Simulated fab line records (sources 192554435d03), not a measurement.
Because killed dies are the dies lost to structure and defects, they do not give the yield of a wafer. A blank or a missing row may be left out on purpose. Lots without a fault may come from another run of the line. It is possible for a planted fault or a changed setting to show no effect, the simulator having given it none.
Chamber matching || flow n5Finfet || N5_MIM_TOP_LITHO_DESCUM_10 on rieDiel-04 has 4 sister chambers
The step chemistry O2, time 7.9 s. 4 wafers are shown with their chamber, then 9 later ones without.

WAFERS PAIRED WITH THEIR CHAMBERS
{"wafer": "L082.3", "chamber": 1, "showerheadPlenumPTorr (Torr)": 1.98}
{"wafer": "L091.1", "chamber": 3, "showerheadPlenumPTorr (Torr)": 2.06}
{"wafer": "L091.4", "chamber": 2, "showerheadPlenumPTorr (Torr)": 2.03}
{"wafer": "L091.6", "chamber": 0, "showerheadPlenumPTorr (Torr)": 2.01}

WAFERS WITHOUT THEIR CHAMBER
{"wafer": "L089.2", "showerheadPlenumPTorr (Torr)": 2.03}
{"wafer": "L089.3", "showerheadPlenumPTorr (Torr)": 2.06}
{"wafer": "L089.5", "showerheadPlenumPTorr (Torr)": 2.01}
{"wafer": "L092.2", "showerheadPlenumPTorr (Torr)": 2.01}
{"wafer": "L092.3", "showerheadPlenumPTorr (Torr)": 2.05}
{"wafer": "L092.6", "showerheadPlenumPTorr (Torr)": 2.01}
{"wafer": "L096.3", "showerheadPlenumPTorr (Torr)": 2.05}
{"wafer": "L096.4", "showerheadPlenumPTorr (Torr)": 2.02}
{"wafer": "L096.5", "showerheadPlenumPTorr (Torr)": 2.02}

THE CHAMBER EACH PASSED THROUGH
{"wafer": "L089.2", "from the rows above": 2, "in truth": 2}
{"wafer": "L089.3", "from the rows above": 3, "in truth": 3}
{"wafer": "L089.5", "from the rows above": 0, "in truth": 0}
{"wafer": "L092.2", "from the rows above": 0, "in truth": 0}
{"wafer": "L092.3", "from the rows above": "can't be placed: 3 or 2", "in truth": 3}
{"wafer": "L092.6", "from the rows above": 0, "in truth": 0}
{"wafer": "L096.3", "from the rows above": "can't be placed: 3 or 2", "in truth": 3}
{"wafer": "L096.4", "from the rows above": "can't be placed: 2 or 0", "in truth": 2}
{"wafer": "L096.5", "from the rows above": "can't be placed: 2 or 0", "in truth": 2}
5 of 9 placed correctly. These rows do not allow placing 4 (true chamber among the candidates in 4). 0 placed wrongly.
How it was worked out, from the rows above alone: a wafer's distance from a chamber is the root of the sum, over the readings, of the square of ((its reading less the chamber's mean) divided by the reading's scatter). The wafer belongs to the nearest chamber; if the next one is less than 2 further off, it can't be placed. The mean given for a chamber averages the wafers shown for that chamber. The scatter: root of mean squared gap, hidden wafer to nearest shown wafer, with one shown wafer a chamber.
